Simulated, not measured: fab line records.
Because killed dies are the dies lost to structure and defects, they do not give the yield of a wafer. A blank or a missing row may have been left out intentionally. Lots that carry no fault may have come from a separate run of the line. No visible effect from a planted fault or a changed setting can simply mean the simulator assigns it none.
Which tool did it? ; flow n5_finfet ; Sampling: 12 lots, 36 wafers, 3 of 1938 route steps

WHAT EACH GAUGE READ, for each wafer
N5_BEOL_M3_CD_MEAS_18: pitch 36 nm, target cd 18 nm.
lot;measured;on;cd_nm (nm)
L076;day 8 12:16;cd_sem-03;17.9 18.2 17.7
L075;day 9 04:00;cd_sem-02;17.7 18.3 17.5
L079;day 9 09:31;cd_sem-03;18.4 17.8 18.2
L081;day 10 06:10;cd_sem-03;18.3 18.3 18.6
L083;day 10 11:55;cd_sem-03;18.7 18.0 18.1
L085;day 11 09:04;cd_sem-03;17.5 17.8 17.6
L087;day 11 17:47;cd_sem-03;17.7 17.7 17.9
L089;day 12 05:47;cd_sem-02;17.9 17.7 17.9
L091;day 12 06:55;cd_sem-02;18.1 17.7 18.0
L093;day 12 20:20;cd_sem-03;18.2 17.5 18.5
L095;day 13 18:10;cd_sem-03;18.3 17.7 18.3
L097;day 14 01:37;cd_sem-02;18.3 18.6 18.5

TOOL THAT RAN EACH LOT (tool first, then ch and the chambers of the sampled wafers, then the start)
lot;N5_BEOL_M2_PRE_CLEAN_60;N5_BEOL_M3_ETCH_64
L076;cvd_co-02 ch 0,1, day 8 10:26;rie_diel-02 ch 2,3, day 8 11:55
L075;cvd_co-01 ch 0,1, day 9 01:20;rie_diel-05 ch 2,3, day 9 03:38
L079;cvd_co-01 ch 0,1,2, day 9 07:26;rie_diel-06 ch 2,3, day 9 09:02
L081;cvd_co-01 ch 0,1, day 10 04:21;rie_diel-06 ch 1,2,3, day 10 05:49
L083;cvd_co-02 ch 1,2, day 10 08:52;rie_diel-02 ch 0,1, day 10 11:32
L085;cvd_co-02 ch 0,1,2, day 11 05:46;rie_diel-06 ch 0,1,2, day 11 08:41
L087;cvd_co-01 ch 0,2, day 11 15:43;rie_diel-02 ch 0,1,2, day 11 17:25
L089;cvd_co-01 ch 1,2, day 12 02:39;rie_diel-06 ch 0,1, day 12 05:21
L091;cvd_co-02 ch 0,1, day 12 05:27;rie_diel-06 ch 1,2, day 12 06:34
L093;cvd_co-02 ch 0,1,2, day 12 18:47;rie_diel-02 ch 1,2,3, day 12 19:59
L095;cvd_co-02 ch 0,2, day 13 16:36;rie_diel-05 ch 0,1,2, day 13 17:49
L097;cvd_co-02 ch 0,1,2, day 14 00:01;rie_diel-02 ch 2,3, day 14 01:16
- N5_BEOL_M2_PRE_CLEAN_60: time 15 s.
- N5_BEOL_M3_ETCH_64: etches SOC in N2/H2, target depth 75 nm, overetch 15 nm, time 112.5 s.

THE ANSWER, worked out from the rows above alone
Rule: usual is defined by the lots themselves. Put in order of their means at a reading, lots are off if they are a third of the lots or fewer, leave a main group of 4 or more, and stand apart from it by a gap of 3 or more times the standard deviation of the main group's means; of several such gaps the widest counts. Not used: any main group whose means are identical at the precision the tables above print for the reading. Also off: a lot with no number at a reading for which 4 or more lots have one. Any other lot the step has rows for is counted as sound.
No lot is off on any of the readings shown, so nothing can be concluded from this.

WHAT THE SIMULATOR PUT IN
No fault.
